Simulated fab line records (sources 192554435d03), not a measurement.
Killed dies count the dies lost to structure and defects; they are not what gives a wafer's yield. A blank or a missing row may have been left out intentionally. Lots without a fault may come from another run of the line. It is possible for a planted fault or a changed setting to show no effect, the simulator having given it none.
Matching of chambers -- flow n5_finfet -- N5_BEOL_M8_CURE_74 on uv_cure-01: 3 sister chambers
The step cures SiCOH lowk, time 240 s. 16 wafers are shown with their chamber, then 8 later ones without.

== WAFERS PAIRED WITH THEIR CHAMBERS ==
wafer,chamber,wafer_temp_C_max,lamp_power_pct (%)
L074.1,0,386.8,52.27
L074.5,0,386.5,52.37
L074.6,0,386.5,52.31
L079.2,1,385.8,52.32
L079.3,1,386.4,52.36
L079.6,1,385.8,52.30
L083.1,2,387.2,52.39
L083.2,2,387.0,52.40
L083.3,2,386.9,52.32
L082.1,1,385.8,52.26
L082.4,1,386.7,52.28
L082.5,1,385.5,52.30
L089.2,0,386.7,52.28
L089.3,0,386.4,52.27
L089.5,0,386.7,52.31
L088.1,2,388.5,52.30

SIGNATURES (averages over the wafers above)
reading,chamber 0,chamber 1,chamber 2,scatter within a chamber
wafer_temp_C_max,386.600,386.000,387.400,0.464
lamp_power_pct,52.3017,52.3033,52.3525,0.0399
Rule: for a wafer and a chamber, the distance is found by dividing, reading by reading, the gap between the wafer's reading and the chamber's mean by the reading's scatter, squaring, summing and taking the root. The wafer belongs to the nearest chamber; if the next one is less than 2 further off, it can't be placed. How the scatter is found: for the shown wafers, subtract from each reading the mean of its chamber, square and add these, divide the total by (wafers less chambers), then take the root.

== WAFERS WITH NO CHAMBER GIVEN ==
wafer,wafer_temp_C_max,lamp_power_pct (%)
L088.2,386.9,52.31
L088.6,387.5,52.33
L088.3,387.0,52.28
L088.4,387.8,52.19
L088.5,387.3,52.35
L091.2,386.1,52.40
L091.5,386.2,52.29
L091.6,385.4,52.28

== CHAMBER TAKEN BY EACH ==
wafer,from the rows above,in truth
L088.2,can't be placed: 0 or 2 or 1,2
L088.6,can't be placed: 2 or 0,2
L088.3,can't be placed: 0 or 2 or 1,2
L088.4,can't be placed: 0 or 2 or 1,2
L088.5,can't be placed: 2 or 0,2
L091.2,can't be placed: 1 or 0 or 2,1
L091.5,can't be placed: 1 or 0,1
L091.6,can't be placed: 1 or 0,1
Placed correctly: 0 of 8. Can't be placed from these rows: 8 (the true chamber is among the candidates in 8). Number placed wrongly: 0.
